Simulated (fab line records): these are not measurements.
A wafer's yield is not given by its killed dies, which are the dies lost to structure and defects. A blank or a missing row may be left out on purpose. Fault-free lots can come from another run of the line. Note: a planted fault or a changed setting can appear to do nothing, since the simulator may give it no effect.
Split-lot study :: flow n5Finfet :: on a route of 1938 steps: 7 lots, 21 wafers read

== SPLIT DETAILS ==
At N5_DUMMY_GATE_PECVD_30 (deposits SiO2 from TEOS/O2, target thk 55 nm, time 10.8 s), the setting timeS was moved away from the recipe's 10.8 s on 2 of the 21 wafers read, by -11.5% to +12.6%. All remaining wafers had this setting at the recipe value.

== FROM THE SPLIT TO THE READING: what the file shows between them, 8 steps ==
- N5_DUMMY_GATE_COAT_28: time 60 s, resist thk 10 nm (also split here: spinRpm)
- N5_DUMMY_GATE_COAT_09: resist thk 30 nm
- N5_DUMMY_GATE_EBR_11
- N5_DUMMY_GATE_ETCH_31: etches SiO2 in C4F6/O2, target depth 82.5 nm, time 27.5 s
- N5_DUMMY_GATE_STRIP_41: strips in O2
- N5_DUMMY_GATE_HM_OPEN_21: chemistry CH3F/O2, target SiNx, target depth 120 nm, time 171.4 s
- N5_DUMMY_GATE_ETCH_32: etches SiO2 in CF4, target depth 3.5 nm, time 3.9 s
- N5_DUMMY_GATE_ETCH_23: etches poly-Si in HBr/Cl2/O2, target depth 41 nm, time 22.3 s

== THE READING ==
SiO2_of_DUMMY_GATE_PECVD_30.thkNm (the simulator's own value, which no gauge read), in nm, at N5_DUMMY_GATE_ETCH_44 (etches poly-Si in HBr/O2, stops on SiO2, target depth 127.5 nm). There is no usual value for it anywhere in the file. Average 38.3 nm, standard deviation 0.73 nm, over the 19 wafers here run with the recipe.

wafer: L076.2
tool, chamber at the split: pecvd-03, 0
timeS as run, s: 10.8
against the recipe: recipe
SiO2_of_DUMMY_GATE_PECVD_30.thkNm, nm: 37.8
against lot-mates on the recipe: -

wafer: L076.5
tool, chamber at the split: pecvd-03, 2
timeS as run, s: 10.8
against the recipe: recipe
SiO2_of_DUMMY_GATE_PECVD_30.thkNm, nm: 37.6
against lot-mates on the recipe: -

wafer: L076.6
tool, chamber at the split: pecvd-03, 1
timeS as run, s: 10.8
against the recipe: recipe
SiO2_of_DUMMY_GATE_PECVD_30.thkNm, nm: 39
against lot-mates on the recipe: -

wafer: L079.1
tool, chamber at the split: pecvd-01, 2
timeS as run, s: 12.16
against the recipe: +12.6%
SiO2_of_DUMMY_GATE_PECVD_30.thkNm, nm: 43.8
against lot-mates on the recipe: +6.6

wafer: L079.2
tool, chamber at the split: pecvd-01, 1
timeS as run, s: 10.8
against the recipe: recipe
SiO2_of_DUMMY_GATE_PECVD_30.thkNm, nm: 37.6
against lot-mates on the recipe: -

wafer: L079.3
tool, chamber at the split: pecvd-01, 0
timeS as run, s: 10.8
against the recipe: recipe
SiO2_of_DUMMY_GATE_PECVD_30.thkNm, nm: 36.8
against lot-mates on the recipe: -

wafer: L080.1
tool, chamber at the split: pecvd-04, 0,1
timeS as run, s: 10.8
against the recipe: recipe
SiO2_of_DUMMY_GATE_PECVD_30.thkNm, nm: 38
against lot-mates on the recipe: -

wafer: L080.3
tool, chamber at the split: pecvd-04, 0,1
timeS as run, s: 10.8
against the recipe: recipe
SiO2_of_DUMMY_GATE_PECVD_30.thkNm, nm: 38
against lot-mates on the recipe: -

wafer: L080.6
tool, chamber at the split: pecvd-04, 1
timeS as run, s: 10.8
against the recipe: recipe
SiO2_of_DUMMY_GATE_PECVD_30.thkNm, nm: 38.8
against lot-mates on the recipe: -

wafer: L083.4
tool, chamber at the split: pecvd-04, 0,2
timeS as run, s: 10.8
against the recipe: recipe
SiO2_of_DUMMY_GATE_PECVD_30.thkNm, nm: 39.2
against lot-mates on the recipe: -

wafer: L083.5
tool, chamber at the split: pecvd-04, 0,2
timeS as run, s: 10.8
against the recipe: recipe
SiO2_of_DUMMY_GATE_PECVD_30.thkNm, nm: 40
against lot-mates on the recipe: -

wafer: L083.6
tool, chamber at the split: pecvd-04, 1
timeS as run, s: 10.8
against the recipe: recipe
SiO2_of_DUMMY_GATE_PECVD_30.thkNm, nm: 38.4
against lot-mates on the recipe: -

wafer: L086.2
tool, chamber at the split: pecvd-04, 0
timeS as run, s: 9.557
against the recipe: -11.5%
SiO2_of_DUMMY_GATE_PECVD_30.thkNm, nm: 31.8
against lot-mates on the recipe: -6.9

wafer: L086.3
tool, chamber at the split: pecvd-04, 2
timeS as run, s: 10.8
against the recipe: recipe
SiO2_of_DUMMY_GATE_PECVD_30.thkNm, nm: 38.6
against lot-mates on the recipe: -

wafer: L086.4
tool, chamber at the split: pecvd-04, 0
timeS as run, s: 10.8
against the recipe: recipe
SiO2_of_DUMMY_GATE_PECVD_30.thkNm, nm: 38.8
against lot-mates on the recipe: -

wafer: L091.1
tool, chamber at the split: pecvd-04, 2
timeS as run, s: 10.8
against the recipe: recipe
SiO2_of_DUMMY_GATE_PECVD_30.thkNm, nm: 39
against lot-mates on the recipe: -

wafer: L091.2
tool, chamber at the split: pecvd-04, 0
timeS as run, s: 10.8
against the recipe: recipe
SiO2_of_DUMMY_GATE_PECVD_30.thkNm, nm: 37.8
against lot-mates on the recipe: -

wafer: L091.3
tool, chamber at the split: pecvd-04, 1
timeS as run, s: 10.8
against the recipe: recipe
SiO2_of_DUMMY_GATE_PECVD_30.thkNm, nm: 37.4
against lot-mates on the recipe: -

wafer: L092.3
tool, chamber at the split: pecvd-03, 1
timeS as run, s: 10.8
against the recipe: recipe
SiO2_of_DUMMY_GATE_PECVD_30.thkNm, nm: 38.2
against lot-mates on the recipe: -

wafer: L092.5
tool, chamber at the split: pecvd-03, 0
timeS as run, s: 10.8
against the recipe: recipe
SiO2_of_DUMMY_GATE_PECVD_30.thkNm, nm: 38.2
against lot-mates on the recipe: -

wafer: L092.4
tool, chamber at the split: pecvd-03, 1
timeS as run, s: 10.8
against the recipe: recipe
SiO2_of_DUMMY_GATE_PECVD_30.thkNm, nm: 38.4
against lot-mates on the recipe: -
Where a row lists several chambers, the file gives one row for several wafers and doesn't say which wafer went through which chamber.

FIT RESULTS
A straight line over all 21 wafers: SiO2_of_DUMMY_GATE_PECVD_30.thkNm changes by +0.495 nm for each +1% of timeS; r = +0.93; the points scatter about the line by 0.76 nm.
The same after taking each lot's own level away (the mean of its wafers on the recipe; 21 wafers): +0.559 nm for each +1%; r = +0.97; scatter 0.51 nm.
That fit puts the effect of the largest move of timeS on the reading at 7 nm.
Across the lots, their own levels run from 37.20 to 39.20 nm, a range of 2.8 times the standard deviation given above.
Thus the slope moves with the lot-to-lot level: the two fits are different.
Check: with one of the wafers moved furthest among these (+12.6%) left out of the fit, the line predicts +7.55 nm for it against its lot-mates. It came out at +6.6 nm against them.

== THESE WAFERS: OTHER SPLITS ==
These wafers also went through other splits before the reading. Each is held against what the fit with the lots' levels taken away leaves over:
other split on the same wafers: N5_ZERO_LAYER_EXPOSE_08 doseMj
wafers away from the commonest value: 6
r with SiO2_of_DUMMY_GATE_PECVD_30.thkNm (lot level and that fit taken away): +0.23

other split on the same wafers: N5_ZERO_LAYER_DEVELOP_10 developTimeS
wafers away from the commonest value: 7
r with SiO2_of_DUMMY_GATE_PECVD_30.thkNm (lot level and that fit taken away): +0.05

other split on the same wafers: N5_FIN_SAQP_SPACER1_ALD_24 aldCycles
wafers away from the commonest value: 5
r with SiO2_of_DUMMY_GATE_PECVD_30.thkNm (lot level and that fit taken away): -0.21

other split on the same wafers: N5_FIN_SAQP_COAT_68 spinRpm
wafers away from the commonest value: 8
r with SiO2_of_DUMMY_GATE_PECVD_30.thkNm (lot level and that fit taken away): -0.10

other split on the same wafers: N5_FIN_CUT_COAT_29 spinRpm
wafers away from the commonest value: 6
r with SiO2_of_DUMMY_GATE_PECVD_30.thkNm (lot level and that fit taken away): +0.03

other split on the same wafers: N5_DUMMY_GATE_COAT_28 spinRpm
wafers away from the commonest value: 9
r with SiO2_of_DUMMY_GATE_PECVD_30.thkNm (lot level and that fit taken away): +0.02

== THE WHOLE CHAIN: every reading that the file lists as answering this split, in the file's order ==
step: N5_DUMMY_GATE_PECVD_30
what it does: deposits SiO2 from TEOS/O2, target thk 55 nm, time 10.8 s
reading: SiO2_of_DUMMY_GATE_PECVD_30.thkNm (the simulator's own value, which no gauge read)
change (the file's fit): +0.543 nm for each +1% of the setting
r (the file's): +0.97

step: N5_DUMMY_GATE_HM_OPEN_21
what it does: chemistry CH3F/O2, target SiNx, target depth 120 nm, time 171.4 s
reading: SiO2_of_DUMMY_GATE_PECVD_30.thkNm (the simulator's own value, which no gauge read)
change (the file's fit): +0.554 nm for each +1% of the setting
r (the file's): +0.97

step: N5_DUMMY_GATE_ETCH_44
what it does: etches poly-Si in HBr/O2, stops on SiO2, target depth 127.5 nm
reading: SiO2_of_DUMMY_GATE_PECVD_30.thkNm (the simulator's own value, which no gauge read)
change (the file's fit): +0.558 nm for each +1% of the setting
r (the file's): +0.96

== THE FILE'S OWN FIT ==
SiO2_of_DUMMY_GATE_PECVD_30.thkNm changes by +0.558 nm for each +1% of timeS, r = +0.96.
